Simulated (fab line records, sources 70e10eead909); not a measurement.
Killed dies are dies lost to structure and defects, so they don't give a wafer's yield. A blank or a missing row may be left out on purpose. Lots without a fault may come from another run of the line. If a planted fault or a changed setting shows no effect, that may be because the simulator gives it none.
Chamber matching || flow nand-harc || NHARC_A_ZERO_WELL_DESCUM_12 on rie-diel-07 has 4 sister chambers
The step chemistry O2, time 3 s. 8 wafers are shown with their chamber, then 7 later ones without.

## WAFERS, EACH WITH ITS CHAMBER
{"wafer": "L290.6", "chamber": 3, "showerhead-plenum-p-Torr (Torr)": 1.85, "drypump-motor-current-A (A)": 6.0}
{"wafer": "L291.4", "chamber": 2, "showerhead-plenum-p-Torr (Torr)": 1.96, "drypump-motor-current-A (A)": 6.0}
{"wafer": "L302.2", "chamber": 2, "showerhead-plenum-p-Torr (Torr)": 1.95, "drypump-motor-current-A (A)": 5.9}
{"wafer": "L303.2", "chamber": 3, "showerhead-plenum-p-Torr (Torr)": 1.85, "drypump-motor-current-A (A)": 6.1}
{"wafer": "L303.5", "chamber": 0, "showerhead-plenum-p-Torr (Torr)": 1.92, "drypump-motor-current-A (A)": 4.8}
{"wafer": "L303.6", "chamber": 1, "showerhead-plenum-p-Torr (Torr)": 2.05, "drypump-motor-current-A (A)": 6.0}
{"wafer": "L305.1", "chamber": 1, "showerhead-plenum-p-Torr (Torr)": 2.05, "drypump-motor-current-A (A)": 6.0}
{"wafer": "L305.2", "chamber": 0, "showerhead-plenum-p-Torr (Torr)": 1.92, "drypump-motor-current-A (A)": 4.8}

## WAFERS WITHOUT THEIR CHAMBER
{"wafer": "L305.5", "showerhead-plenum-p-Torr (Torr)": 1.85, "drypump-motor-current-A (A)": 6.1}
{"wafer": "L306.1", "showerhead-plenum-p-Torr (Torr)": 1.95, "drypump-motor-current-A (A)": 6.0}
{"wafer": "L306.3", "showerhead-plenum-p-Torr (Torr)": 1.85, "drypump-motor-current-A (A)": 6.1}
{"wafer": "L306.5", "showerhead-plenum-p-Torr (Torr)": 1.85, "drypump-motor-current-A (A)": 6.1}
{"wafer": "L309.1", "showerhead-plenum-p-Torr (Torr)": 1.85, "drypump-motor-current-A (A)": 6.1}
{"wafer": "L309.3", "showerhead-plenum-p-Torr (Torr)": 1.92, "drypump-motor-current-A (A)": 4.8}
{"wafer": "L309.5", "showerhead-plenum-p-Torr (Torr)": 2.04, "drypump-motor-current-A (A)": 6.0}

## WHICH CHAMBER EACH WENT THROUGH
{"wafer": "L305.5", "from the rows above": 3, "in truth": 3}
{"wafer": "L306.1", "from the rows above": 2, "in truth": 2}
{"wafer": "L306.3", "from the rows above": 3, "in truth": 3}
{"wafer": "L306.5", "from the rows above": 3, "in truth": 3}
{"wafer": "L309.1", "from the rows above": 3, "in truth": 3}
{"wafer": "L309.3", "from the rows above": 0, "in truth": 0}
{"wafer": "L309.5", "from the rows above": 1, "in truth": 1}
Correct placement for 7 of the 7. Not placeable from these rows: 0. Wrongly placed: 0.
How it was worked out, from the rows above alone: a wafer's distance from a chamber is the root of the sum, over the readings, of the square of ((its reading less the chamber's mean) divided by the reading's scatter). The wafer belongs to the nearest chamber; if the next one is less than 2 further off, it can't be placed. A chamber's mean is the mean of its shown wafers. The scatter: take each reading less its chamber's mean, square it, sum over the shown wafers, divide by the number of wafers less the number of chambers, and take the root.
